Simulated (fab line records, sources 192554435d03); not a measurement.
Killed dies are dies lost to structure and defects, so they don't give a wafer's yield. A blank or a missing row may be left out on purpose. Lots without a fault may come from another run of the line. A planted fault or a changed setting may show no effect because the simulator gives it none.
Which tool did it? | flow n5_finfet | 10 lots, 30 wafers sampled, at 2 steps of a route of 1938

WHAT THE GAUGES READ, wafer by wafer
N5_BEOL_M1_OVL_MEAS_29.
lot  | measured     | on         | V0_OVL (nm)
L621 | day 6 05:13  | overlay-01 | -0.8 0.2 0.7
L622 | day 6 11:02  | overlay-01 | -0.6 -0.5 -0.2
L623 | day 6 16:41  | overlay-02 | 1.1 1.2 0.3
L627 | day 7 16:07  | overlay-02 | 10.6 11.7 11.7
L628 | day 8 01:10  | overlay-01 | 11.2 12.0 11.0
L630 | day 8 08:45  | overlay-01 | -1.0 -0.6 -0.9
L629 | day 8 13:55  | overlay-02 | 11.6 11.6 10.6
L632 | day 8 18:23  | overlay-01 | 0.3 -0.7 0.0
L639 | day 10 23:55 | overlay-01 | 0.8 -0.6 -1.1
L641 | day 11 06:34 | overlay-02 | 0.5 0.4 0.6

WHICH TOOL RAN EACH LOT (tool, then ch and the chambers of the sampled wafers, then the start)
lot  | N5_BEOL_M1_EXPOSE_25
L621 | euv_scanner-01 ch 0, day 6 05:02
L622 | euv_scanner-01 ch 0, day 6 10:52
L623 | euv_scanner-01 ch 0, day 6 16:31
L627 | euv_scanner-01 ch 0, day 7 15:56
L628 | euv_scanner-01 ch 0, day 8 00:59
L630 | euv_scanner-02 ch 0, day 8 08:35
L629 | euv_scanner-01 ch 0, day 8 13:44
L632 | euv_scanner-02 ch 0, day 8 18:13
L639 | euv_scanner-02 ch 0, day 10 23:44
L641 | euv_scanner-02 ch 0, day 11 06:23
- N5_BEOL_M1_EXPOSE_25: exposes mask V0, defocus 5 nm, target cd 24 nm.

THE ANSWER, worked out from the rows above alone
Rule: what is usual is taken from the lots themselves. Put in order of their means at a reading, lots are off if they are a third of the lots or fewer, leave a main group of 4 or more, and stand apart from it by a gap of 3 or more times the standard deviation of the main group's means; of several such gaps the widest counts. A main group whose means are all the same, to the digits that the tables above print for the reading, isn't used. A lot without any number at a reading at which 4 lots or more have one is off too. The other lots that the step has rows for count as sound.
Off: L627, L628, L629, at N5_BEOL_M1_OVL_MEAS_29 (V0_OVL). The main group: mean -0.0 nm, standard deviation 0.53.
A tool fits if, at a process step before that reading, it ran every lot that is off, and no sound lot after the first of them. The gauges at N5_BEOL_M1_OVL_MEAS_29 are tried like those tools. One fits: euv_scanner-01 at N5_BEOL_M1_EXPOSE_25. Its last sound lot is L623 (day 6 16:31), its first lot that is off L627 (day 7 15:56): a fault that began between those two fits.

WHAT THE SIMULATOR HAD PUT IN
Scanner matching overlay: euv_scanner-01, from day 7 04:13 on, at N5_BEOL_M1_EXPOSE_25. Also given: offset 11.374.
Lots struck among those shown: L627, L628, L629. The rule above found the same.
